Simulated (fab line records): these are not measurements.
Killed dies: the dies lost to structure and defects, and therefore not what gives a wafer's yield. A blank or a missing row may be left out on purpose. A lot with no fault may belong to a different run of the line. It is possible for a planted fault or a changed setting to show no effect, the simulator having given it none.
Which tool was responsible?    flow nandHarc    Sampling: 13 lots, 39 wafers, 4 of 1159 route steps

WHAT THE GAUGES READ, wafer by wafer
NHARC_P_BONDPAD_THK_MEAS_33: measures by ellipsometry.
lot   measured      on            thkNm (nm)
L166  day 6 15:38   filmMetro-02  201.1 197.0 198.5
L167  day 6 16:57   filmMetro-02  199.0 201.9 201.7
L168  day 6 18:18   filmMetro-02  201.1 200.5 201.4
L169  day 7 06:52   filmMetro-01  199.9 200.9 197.8
L170  day 7 07:13   filmMetro-02  197.7 200.5 196.3
L171  day 7 08:13   filmMetro-02  200.3 198.9 200.4
L172  day 7 22:30   filmMetro-02  200.6 201.3 197.8
L173  day 8 02:29   filmMetro-01  200.3 202.7 199.7
L174  day 8 04:31   filmMetro-01  201.0 199.7 201.9
L175  day 8 17:20   filmMetro-01  202.0 198.4 201.5
L176  day 8 18:43   filmMetro-01  198.3 199.1 199.5
L179  day 9 11:32   filmMetro-01  200.7 201.1 199.4
L183  day 10 16:31  filmMetro-01  201.9 199.7 199.2

NHARC_P_BONDPAD_OVL_MEAS_38.
lot   measured      on          overlayXNm (nm)  overlayYNm (nm)
L166  day 6 16:18   overlay-02  8 8 8            9 9 9
L167  day 6 17:29   overlay-02  6 6 6            -1 -2 -1
L168  day 6 18:58   overlay-02  -4 -5 -5         1 1 1
L169  day 7 07:31   overlay-02  2 2 2            2 1 1
L170  day 7 07:46   overlay-02  -7 -7 -7         -1 -2 -2
L171  day 7 08:46   overlay-01  8 8 8            0 0 0
L172  day 7 23:02   overlay-02  5 5 5            3 3 3
L173  day 8 03:08   overlay-01  -9 -9 -9         1 1 1
L174  day 8 05:10   overlay-01  7 6 6            3 3 3
L175  day 8 18:01   overlay-01  -8 -7 -8         4 4 3
L176  day 8 19:15   overlay-01  -4 -4 -4         0 -1 0
L179  day 9 12:03   overlay-02  -4 -3 -3         -7 -7 -7
L183  day 10 17:11  overlay-01  -5 -6 -5         0 0 0

NHARC_P_BONDPAD_CD_MEAS_13.
lot   measured      on        cdNm (nm)
L166  day 6 16:44   cdSem-02  497.0 496.9 499.0
L167  day 6 17:55   cdSem-01  501.2 500.8 499.3
L168  day 6 19:24   cdSem-02  501.3 502.4 501.4
L169  day 7 07:58   cdSem-03  500.3 504.8 499.2
L170  day 7 08:13   cdSem-02  496.5 496.9 493.2
L171  day 7 09:12   cdSem-01  497.5 499.9 500.5
L172  day 7 23:35   cdSem-01  497.6 504.1 502.0
L173  day 8 03:35   cdSem-03  505.6 499.8 504.2
L174  day 8 05:47   cdSem-01  499.8 495.7 505.3
L175  day 8 18:27   cdSem-03  501.7 497.8 500.0
L176  day 8 19:41   cdSem-02  499.9 502.8 502.2
L179  day 9 12:31   cdSem-03  501.9 503.3 501.6
L183  day 10 17:37  cdSem-03  502.9 497.0 501.2

WHAT TOOL EACH LOT RAN ON (gives the tool, then ch and the chambers of the sampled wafers, and finally the start)
lot   NHARC_P_BONDPAD_ETCH_37
L166  rieDiel-13 ch 1,2,3, day 6 16:31
L167  rieDiel-13 ch 0,2,3, day 6 17:41
L168  rieDiel-04 ch 0,2,3, day 6 19:10
L169  rieDiel-04 ch 0,1, day 7 07:43
L170  rieDiel-05 ch 0,2,3, day 7 07:59
L171  rieDiel-13 ch 0,1,3, day 7 08:58
L172  rieDiel-13 ch 0,1,3, day 7 23:20
L173  rieDiel-13 ch 1,2,3, day 8 03:22
L174  rieDiel-04 ch 0,1,2, day 8 05:34
L175  rieDiel-13 ch 0,1,2, day 8 18:14
L176  rieDiel-13 ch 0,1,2, day 8 19:28
L179  rieDiel-13 ch 1,2,3, day 9 12:17
L183  rieDiel-13 ch 1,2,3, day 10 17:23
- NHARC_P_BONDPAD_ETCH_37: etches the open film in N2/H2, target depth 60 nm, overetch 18 nm, time 65.91 s.

WHAT THE TOOLS THEMSELVES READ (means of the sampled wafers that have a number; where no wafer has one, the mark that the record gives instead)
NHARC_P_BONDPAD_ETCH_37.
lot   tool        drypumpMotorCurrentA (A)  oesProductAu (a.u.)  rfVppV (V)  runLengthS (s)  showerheadPlenumPTorr (Torr)  throttleValvePct (%)
L166  rieDiel-13  5.9                       1.001                433.4       86.9            2.17                          14.170
L167  rieDiel-13  6.0                       0.989                433.9       86.6            2.17                          14.166
L168  rieDiel-04  5.6                       0.994                429.4       87.2            2.00                          14.175
L169  rieDiel-04  5.9                       0.991                433.4       87.3            2.14                          14.178
L170  rieDiel-05  5.6                       1.006                429.5       87.1            2.00                          14.179
L171  rieDiel-13  6.0                       1.007                433.8       87.3            2.16                          14.177
L172  rieDiel-13  6.0                       1.004                434.2       87.3            2.16                          14.175
L173  rieDiel-13  5.9                       0.998                433.7       86.9            2.16                          14.172
L174  rieDiel-04  5.8                       0.993                430.6       87.1            2.07                          14.167
L175  rieDiel-13  5.8                       1.000                433.6       86.9            2.15                          14.164
L176  rieDiel-13  5.8                       1.004                433.8       87.3            2.15                          14.170
L179  rieDiel-13  5.9                       0.997                433.6       87.2            2.16                          14.171
L183  rieDiel-13  5.9                       0.995                433.5       81.9            2.16                          14.177

THE ANSWER, worked out from the rows above alone
Rule: the usual values come from the lots themselves. Put in order of their means at a reading, lots are off if they are a third of the lots or fewer, leave a main group of 4 or more, and stand apart from it by a gap of 3 or more times the standard deviation of the main group's means; of several such gaps the widest counts. A main group is skipped when, at the precision printed for the reading in the tables above, its means are all equal. A lot without any number at a reading at which 4 lots or more have one is off too. Where the step has rows for the other lots, those lots are counted as sound. After the gauges, taken in route order, come the tools' own readings; for these a lot's mean is taken, as printed above. The first step at which some lot is off is used, and at that step the reading that is off furthest; a lot without a number counts as furthest.
Off, at NHARC_P_BONDPAD_ETCH_37 on runLengthS: L183. Main group: mean 87.1 s, sd 0.21.
A tool fits if, at that step or a process step before it, it ran every lot that is off, and no sound lot after the first of them. One fits: rieDiel-13 at NHARC_P_BONDPAD_ETCH_37. Its last sound lot is L179 (day 9 12:17), its first lot that is off L183 (day 10 17:23): a fault that began between those two fits.
On the lots that are off, the tool's own readings at NHARC_P_BONDPAD_ETCH_37 differ by more than 5 times the standard deviation of the sound lots' means, which bears it out; runLengthS reads 81.9 s there versus 87.1 s on the sound lots.

WHAT THE SIMULATOR HAD PUT IN
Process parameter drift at NHARC_P_BONDPAD_ETCH_37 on rieDiel-13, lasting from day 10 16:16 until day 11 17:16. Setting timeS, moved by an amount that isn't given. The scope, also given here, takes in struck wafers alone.
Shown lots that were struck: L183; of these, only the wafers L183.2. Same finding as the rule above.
